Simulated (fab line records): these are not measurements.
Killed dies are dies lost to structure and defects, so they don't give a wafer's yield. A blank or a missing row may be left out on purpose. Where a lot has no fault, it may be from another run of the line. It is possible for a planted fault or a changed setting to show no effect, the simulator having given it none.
Which tool is to blame? || flow n5Finfet || 29 wafers from 10 lots sampled at 5 of the route's 1938 steps

== WHAT THE GAUGES READ, wafer by wafer ==
N5_BEOL_M2_RS_MEAS_58: a four-point-probe measurement. Usual: M2_RS gives 0.67 ohm/sq (standard deviation 0.04).
{"lot": "L748", "measured": "day 7 13:35", "on": "filmMetro-01", "M2_RS (ohm/sq)": "0.73 0.66", "flag": ""}
{"lot": "L750", "measured": "day 7 23:11", "on": "filmMetro-02", "M2_RS (ohm/sq)": "0.74 0.61 0.66", "flag": ""}
{"lot": "L751", "measured": "day 8 01:07", "on": "filmMetro-02", "M2_RS (ohm/sq)": "0.64 0.67 0.68", "flag": ""}
{"lot": "L754", "measured": "day 9 19:56", "on": "filmMetro-02", "M2_RS (ohm/sq)": "0.71 0.65 0.62", "flag": ""}
{"lot": "L756", "measured": "day 10 08:04", "on": "filmMetro-02", "M2_RS (ohm/sq)": "0.68 0.72 0.60", "flag": ""}
{"lot": "L757", "measured": "day 10 12:37", "on": "filmMetro-01", "M2_RS (ohm/sq)": "0.67 0.72 0.65", "flag": ""}
{"lot": "L758", "measured": "day 10 12:50", "on": "filmMetro-01", "M2_RS (ohm/sq)": "0.61 0.68 0.68", "flag": ""}
{"lot": "L760", "measured": "day 10 19:00", "on": "filmMetro-02", "M2_RS (ohm/sq)": "0.66 0.63 0.69", "flag": ""}
{"lot": "L761", "measured": "day 10 23:36", "on": "filmMetro-01", "M2_RS (ohm/sq)": "0.70 0.69 0.66", "flag": ""}
{"lot": "L762", "measured": "day 11 00:30", "on": "filmMetro-01", "M2_RS (ohm/sq)": "0.58 0.71 0.61", "flag": ""}

N5_BEOL_M4_RC_MEAS_101. Usual: DIBL_N 37.5 mV/V, standard deviation 2.5; DIBL_P 38 mV/V, standard deviation 3.1; IOFF_N 0.19 nA/um, standard deviation 0.059; IOFF_P 0.24 nA/um, standard deviation 0.061; ION_N 679 uA/um, standard deviation 16; ION_P 465 uA/um, standard deviation 9.8; SS_N 72.0 mV/dec, standard deviation 0.8; SS_P 73.7 mV/dec, standard deviation 0.86; VT_N 248 mV, standard deviation 4.5; VT_P -249 mV, standard deviation 3.5.
{"lot": "L748", "measured": "day 8 11:52", "on": "prober-02", "DIBL_N (mV/V)": "37.4 35.7", "DIBL_P (mV/V)": "40 38", "IOFF_N (nA/um)": "0.18 0.14", "IOFF_P (nA/um)": "0.24 0.19", "ION_N (uA/um)": "675 666", "ION_P (uA/um)": "466 463", "SS_N (mV/dec)": "71.5 71.5", "SS_P (mV/dec)": "73.8 73.9", "VT_N (mV)": "248 254", "VT_P (mV)": "-248 -252", "flag": ""}
{"lot": "L750", "measured": "day 8 20:35", "on": "prober-02", "DIBL_N (mV/V)": "37.5 41.0 37.7", "DIBL_P (mV/V)": "38 43 38", "IOFF_N (nA/um)": "0.19 0.31 0.18", "IOFF_P (nA/um)": "0.24 0.37 0.25", "ION_N (uA/um)": "679 711 683", "ION_P (uA/um)": "463 480 469", "SS_N (mV/dec)": "71.3 72.8 72.1", "SS_P (mV/dec)": "73.4 75.0 73.4", "VT_N (mV)": "249 238 248", "VT_P (mV)": "-248 -242 -247", "flag": ""}
{"lot": "L751", "measured": "day 8 23:56", "on": "prober-02", "DIBL_N (mV/V)": "31.0 33.5 33.7", "DIBL_P (mV/V)": "28 33 35", "IOFF_N (nA/um)": "0.08 0.12 0.13", "IOFF_P (nA/um)": "0.12 0.18 0.19", "ION_N (uA/um)": "644 679 672", "ION_P (uA/um)": "452 467 462", "SS_N (mV/dec)": "70.6 69.8 70.2", "SS_P (mV/dec)": "70.8 72.5 73.0", "VT_N (mV)": "259 253 250", "VT_P (mV)": "-255 -251 -250", "flag": ""}
{"lot": "L754", "measured": "day 10 21:11", "on": "prober-01", "DIBL_N (mV/V)": "34.4 38.7 37.1", "DIBL_P (mV/V)": "35 39 37", "IOFF_N (nA/um)": "0.10 0.18 0.14", "IOFF_P (nA/um)": "0.16 0.24 0.20", "ION_N (uA/um)": "657 673 651", "ION_P (uA/um)": "453 467 452", "SS_N (mV/dec)": "70.8 71.8 71.5", "SS_P (mV/dec)": "73.2 74.1 73.1", "VT_N (mV)": "260 247 252", "VT_P (mV)": "-253 -249 -251", "flag": ""}
{"lot": "L756", "measured": "day 11 11:34", "on": "prober-01", "DIBL_N (mV/V)": "39.7 33.7 36.6", "DIBL_P (mV/V)": "42 34 38", "IOFF_N (nA/um)": "0.30 0.13 0.21", "IOFF_P (nA/um)": "0.37 0.19 0.29", "ION_N (uA/um)": "716 670 701", "ION_P (uA/um)": "484 461 486", "SS_N (mV/dec)": "72.8 72.0 71.9", "SS_P (mV/dec)": "74.3 72.9 74.4", "VT_N (mV)": "239 252 241", "VT_P (mV)": "-239 -251 -244", "flag": ""}
{"lot": "L757", "measured": "day 11 12:04", "on": "prober-02", "DIBL_N (mV/V)": "39.0 36.6 42.2", "DIBL_P (mV/V)": "40 38 45", "IOFF_N (nA/um)": "0.23 0.17 0.37", "IOFF_P (nA/um)": "0.28 0.24 0.43", "ION_N (uA/um)": "694 672 714", "ION_P (uA/um)": "469 463 484", "SS_N (mV/dec)": "71.8 71.9 72.8", "SS_P (mV/dec)": "73.5 73.4 74.8", "VT_N (mV)": "244 249 238", "VT_P (mV)": "-247 -248 -242", "flag": ""}
{"lot": "L758", "measured": "day 11 13:14", "on": "prober-02", "DIBL_N (mV/V)": "35.6 34.5 37.2", "DIBL_P (mV/V)": "35 34 38", "IOFF_N (nA/um)": "0.15 0.14 0.18", "IOFF_P (nA/um)": "0.17 0.17 0.22", "ION_N (uA/um)": "660 672 678", "ION_P (uA/um)": "448 453 450", "SS_N (mV/dec)": "71.4 71.0 71.9", "SS_P (mV/dec)": "73.2 72.5 73.9", "VT_N (mV)": "250 248 246", "VT_P (mV)": "-255 -255 -250", "flag": ""}
{"lot": "L760", "measured": "day 11 19:13", "on": "prober-02", "DIBL_N (mV/V)": "35.8 36.5 38.3", "DIBL_P (mV/V)": "36 37 38", "IOFF_N (nA/um)": "0.13 0.14 0.19", "IOFF_P (nA/um)": "0.21 0.21 0.27", "ION_N (uA/um)": "659 658 682", "ION_P (uA/um)": "465 455 471", "SS_N (mV/dec)": "71.9 71.5 72.0", "SS_P (mV/dec)": "73.3 73.3 74.3", "VT_N (mV)": "256 252 248", "VT_P (mV)": "-249 -250 -248", "flag": ""}
{"lot": "L761", "measured": "day 11 18:13", "on": "prober-01", "DIBL_N (mV/V)": "39.9 39.4 39.4", "DIBL_P (mV/V)": "42 43 43", "IOFF_N (nA/um)": "0.28 0.25 0.26", "IOFF_P (nA/um)": "0.31 0.32 0.32", "ION_N (uA/um)": "702 690 686", "ION_P (uA/um)": "470 468 470", "SS_N (mV/dec)": "72.3 71.7 72.6", "SS_P (mV/dec)": "74.8 75.0 74.6", "VT_N (mV)": "242 246 243", "VT_P (mV)": "-245 -244 -246", "flag": ""}
{"lot": "L762", "measured": "day 11 22:50", "on": "prober-02", "DIBL_N (mV/V)": "36.4 36.4 37.9", "DIBL_P (mV/V)": "37 37 40", "IOFF_N (nA/um)": "0.15 0.15 0.19", "IOFF_P (nA/um)": "0.19 0.20 0.24", "ION_N (uA/um)": "668 679 689", "ION_P (uA/um)": "458 466 471", "SS_N (mV/dec)": "71.9 72.0 72.1", "SS_P (mV/dec)": "73.5 73.8 74.0", "VT_N (mV)": "253 252 248", "VT_P (mV)": "-251 -252 -248", "flag": ""}

== TOOL THAT RAN EACH LOT (tool first, then ch and the chambers of the sampled wafers, then the start) ==
{"lot": "L748", "N5_BEOL_M2_CO_CAP_55": "cvdCo-01 ch 0,2, day 7 13:24", "N5_BEOL_M2_DEP_57": "pecvd-04 ch 0, day 7 13:31", "N5_BEOL_M3_ILD_DEP_00": "pecvd-01 ch 0, day 7 13:39"}
{"lot": "L750", "N5_BEOL_M2_CO_CAP_55": "cvdCo-02 ch 0,1, day 7 23:00", "N5_BEOL_M2_DEP_57": "pecvd-04 ch 1,2, day 7 23:07", "N5_BEOL_M3_ILD_DEP_00": "pecvd-01 ch 0,2, day 7 23:15"}
{"lot": "L751", "N5_BEOL_M2_CO_CAP_55": "cvdCo-02 ch 1,2, day 8 00:55", "N5_BEOL_M2_DEP_57": "pecvd-01 ch 1,2, day 8 01:02", "N5_BEOL_M3_ILD_DEP_00": "pecvd-02 ch 0,1, day 8 01:11"}
{"lot": "L754", "N5_BEOL_M2_CO_CAP_55": "cvdCo-01 ch 1,2, day 9 19:46", "N5_BEOL_M2_DEP_57": "pecvd-01 ch 1,2, day 9 19:53", "N5_BEOL_M3_ILD_DEP_00": "pecvd-02 ch 1,2, day 9 20:01"}
{"lot": "L756", "N5_BEOL_M2_CO_CAP_55": "cvdCo-02 ch 0,1,2, day 10 07:52", "N5_BEOL_M2_DEP_57": "pecvd-03 ch 0,1,2, day 10 07:59", "N5_BEOL_M3_ILD_DEP_00": "pecvd-01 ch 1,2, day 10 08:07"}
{"lot": "L757", "N5_BEOL_M2_CO_CAP_55": "cvdCo-02 ch 0,1,2, day 10 12:25", "N5_BEOL_M2_DEP_57": "pecvd-04 ch 0,1, day 10 12:32", "N5_BEOL_M3_ILD_DEP_00": "pecvd-02 ch 1,2, day 10 12:41"}
{"lot": "L758", "N5_BEOL_M2_CO_CAP_55": "cvdCo-02 ch 0,2, day 10 12:39", "N5_BEOL_M2_DEP_57": "pecvd-03 ch 0,1,2, day 10 12:46", "N5_BEOL_M3_ILD_DEP_00": "pecvd-02 ch 0,1,2, day 10 12:53"}
{"lot": "L760", "N5_BEOL_M2_CO_CAP_55": "cvdCo-02 ch 0,1,2, day 10 18:49", "N5_BEOL_M2_DEP_57": "pecvd-03 ch 1,2, day 10 18:56", "N5_BEOL_M3_ILD_DEP_00": "pecvd-02 ch 0,1, day 10 19:04"}
{"lot": "L761", "N5_BEOL_M2_CO_CAP_55": "cvdCo-02 ch 0,2, day 10 23:25", "N5_BEOL_M2_DEP_57": "pecvd-04 ch 0,1,2, day 10 23:32", "N5_BEOL_M3_ILD_DEP_00": "pecvd-02 ch 0,2, day 10 23:40"}
{"lot": "L762", "N5_BEOL_M2_CO_CAP_55": "cvdCo-02 ch 0,1, day 11 00:19", "N5_BEOL_M2_DEP_57": "pecvd-04 ch 0,2, day 11 00:26", "N5_BEOL_M3_ILD_DEP_00": "pecvd-02 ch 0,1, day 11 00:34"}
- N5_BEOL_M2_CO_CAP_55: material Co, precursor CCTBA/H2, target thk 2 nm, time 102.1 s.
- N5_BEOL_M2_DEP_57: deposits SiCN from 3MS/NH3, target thk 8 nm, time 14 s.
- N5_BEOL_M3_ILD_DEP_00: deposits SiOC from DEMS/O2, target thk 79 nm, time 15.3 s.

== WHAT THE TOOLS THEMSELVES READ (means of the sampled wafers that have a number; where no wafer has one, the mark that the record gives instead) ==
N5_BEOL_M2_CO_CAP_55. Usual: heaterPowerW 237 W, standard deviation 28; runLengthS 125.1 s, standard deviation 0.67.
{"lot": "L748", "tool": "cvdCo-01", "heaterPowerW (W)": 249, "runLengthS (s)": 125.3, "flag": ""}
{"lot": "L750", "tool": "cvdCo-02", "heaterPowerW (W)": 215, "runLengthS (s)": 125.3, "flag": ""}
{"lot": "L751", "tool": "cvdCo-02", "heaterPowerW (W)": 221, "runLengthS (s)": 124.9, "flag": ""}
{"lot": "L754", "tool": "cvdCo-01", "heaterPowerW (W)": 287, "runLengthS (s)": 125.4, "flag": ""}
{"lot": "L756", "tool": "cvdCo-02", "heaterPowerW (W)": 220, "runLengthS (s)": 124.8, "flag": ""}
{"lot": "L757", "tool": "cvdCo-02", "heaterPowerW (W)": 218, "runLengthS (s)": 124.8, "flag": ""}
{"lot": "L758", "tool": "cvdCo-02", "heaterPowerW (W)": 216, "runLengthS (s)": 125.5, "flag": ""}
{"lot": "L760", "tool": "cvdCo-02", "heaterPowerW (W)": 220, "runLengthS (s)": 124.7, "flag": ""}
{"lot": "L761", "tool": "cvdCo-02", "heaterPowerW (W)": 217, "runLengthS (s)": 102.3, "flag": "OFF"}
{"lot": "L762", "tool": "cvdCo-02", "heaterPowerW (W)": 215, "runLengthS (s)": 102.4, "flag": "OFF"}

N5_BEOL_M2_DEP_57. Usual: rfFwdPowerW 199.4 W, standard deviation 0.95; showerheadPlenumPTorr 3.664 Torr, standard deviation 0.011; throttleValvePct 9.2 %, standard deviation 0.58.
{"lot": "L748", "tool": "pecvd-04", "rfFwdPowerW (W)": 199.8, "showerheadPlenumPTorr (Torr)": 3.651, "throttleValvePct (%)": 9.8, "flag": ""}
{"lot": "L750", "tool": "pecvd-04", "rfFwdPowerW (W)": 199.4, "showerheadPlenumPTorr (Torr)": 3.661, "throttleValvePct (%)": 9.3, "flag": ""}
{"lot": "L751", "tool": "pecvd-01", "rfFwdPowerW (W)": 200.6, "showerheadPlenumPTorr (Torr)": 3.679, "throttleValvePct (%)": 9.0, "flag": ""}
{"lot": "L754", "tool": "pecvd-01", "rfFwdPowerW (W)": 200.2, "showerheadPlenumPTorr (Torr)": 3.671, "throttleValvePct (%)": 9.1, "flag": ""}
{"lot": "L756", "tool": "pecvd-03", "rfFwdPowerW (W)": 199.1, "showerheadPlenumPTorr (Torr)": 3.669, "throttleValvePct (%)": 9.2, "flag": ""}
{"lot": "L757", "tool": "pecvd-04", "rfFwdPowerW (W)": 199.7, "showerheadPlenumPTorr (Torr)": 3.653, "throttleValvePct (%)": 9.7, "flag": ""}
{"lot": "L758", "tool": "pecvd-03", "rfFwdPowerW (W)": 198.9, "showerheadPlenumPTorr (Torr)": 3.668, "throttleValvePct (%)": 9.1, "flag": ""}
{"lot": "L760", "tool": "pecvd-03", "rfFwdPowerW (W)": 198.0, "showerheadPlenumPTorr (Torr)": 3.672, "throttleValvePct (%)": 9.0, "flag": ""}
{"lot": "L761", "tool": "pecvd-04", "rfFwdPowerW (W)": 198.5, "showerheadPlenumPTorr (Torr)": 3.654, "throttleValvePct (%)": 9.0, "flag": ""}
{"lot": "L762", "tool": "pecvd-04", "rfFwdPowerW (W)": 198.8, "showerheadPlenumPTorr (Torr)": 3.662, "throttleValvePct (%)": 8.7, "flag": ""}

N5_BEOL_M3_ILD_DEP_00. Usual: heaterPowerW 494 W, standard deviation 83; rfFwdPowerW 493.6 W, standard deviation 2.1; showerheadPlenumPTorr 5.694 Torr, standard deviation 0.014; throttleValvePct 12.1 %, standard deviation 0.67.
{"lot": "L748", "tool": "pecvd-01", "heaterPowerW (W)": 492, "rfFwdPowerW (W)": 495.8, "showerheadPlenumPTorr (Torr)": 5.677, "throttleValvePct (%)": 11.4, "flag": ""}
{"lot": "L750", "tool": "pecvd-01", "heaterPowerW (W)": 437, "rfFwdPowerW (W)": 496.2, "showerheadPlenumPTorr (Torr)": 5.689, "throttleValvePct (%)": 11.1, "flag": ""}
{"lot": "L751", "tool": "pecvd-02", "heaterPowerW (W)": 545, "rfFwdPowerW (W)": 494.9, "showerheadPlenumPTorr (Torr)": 5.685, "throttleValvePct (%)": 12.7, "flag": ""}
{"lot": "L754", "tool": "pecvd-02", "heaterPowerW (W)": 496, "rfFwdPowerW (W)": 491.1, "showerheadPlenumPTorr (Torr)": 5.686, "throttleValvePct (%)": 12.1, "flag": ""}
{"lot": "L756", "tool": "pecvd-01", "heaterPowerW (W)": 405, "rfFwdPowerW (W)": 496.3, "showerheadPlenumPTorr (Torr)": 5.713, "throttleValvePct (%)": 11.9, "flag": ""}
{"lot": "L757", "tool": "pecvd-02", "heaterPowerW (W)": 473, "rfFwdPowerW (W)": 492.9, "showerheadPlenumPTorr (Torr)": 5.690, "throttleValvePct (%)": 12.0, "flag": ""}
{"lot": "L758", "tool": "pecvd-02", "heaterPowerW (W)": 481, "rfFwdPowerW (W)": 491.8, "showerheadPlenumPTorr (Torr)": 5.682, "throttleValvePct (%)": 12.2, "flag": ""}
{"lot": "L760", "tool": "pecvd-02", "heaterPowerW (W)": 481, "rfFwdPowerW (W)": 493.8, "showerheadPlenumPTorr (Torr)": 5.697, "throttleValvePct (%)": 12.8, "flag": ""}
{"lot": "L761", "tool": "pecvd-02", "heaterPowerW (W)": 471, "rfFwdPowerW (W)": 494.2, "showerheadPlenumPTorr (Torr)": 5.691, "throttleValvePct (%)": 11.9, "flag": ""}
{"lot": "L762", "tool": "pecvd-02", "heaterPowerW (W)": 489, "rfFwdPowerW (W)": 494.0, "showerheadPlenumPTorr (Torr)": 5.685, "throttleValvePct (%)": 12.6, "flag": ""}

== THE ANSWER, worked out from the rows above alone ==
Rule: lot off if the mean of its wafers having a number is beyond 3 standard deviations from the usual mean. Also off: a lot with no number at a reading for which 4 or more lots have one. Any other lot the step has rows for is counted as sound. The gauges are gone through in route order, then the tools' own readings, and for those a lot's mean is taken as printed above. At the first step where some lot is off, the reading lying furthest off is the one used; lots without a number count as furthest.
Off at N5_BEOL_M2_CO_CAP_55 (runLengthS): L761, L762.
If a tool, at that step or one of the process steps before it, ran each lot that is off and ran no sound lot following the first of them, it fits. One fits: cvdCo-02 at N5_BEOL_M2_CO_CAP_55. Its last sound lot is L760 (day 10 18:49), its first lot that is off L761 (day 10 23:25): a fault that began between those two fits.
On the lots that are off, the tool's own readings at N5_BEOL_M2_CO_CAP_55 differ by more than 5 times the standard deviation of the sound lots' means, which bears it out; runLengthS reads 102.3 s there versus 125.1 s on the sound lots.

== WHAT WAS PUT IN BY THE SIMULATOR ==
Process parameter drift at N5_BEOL_M2_CO_CAP_55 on cvdCo-02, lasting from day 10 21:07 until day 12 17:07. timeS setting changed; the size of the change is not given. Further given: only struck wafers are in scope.
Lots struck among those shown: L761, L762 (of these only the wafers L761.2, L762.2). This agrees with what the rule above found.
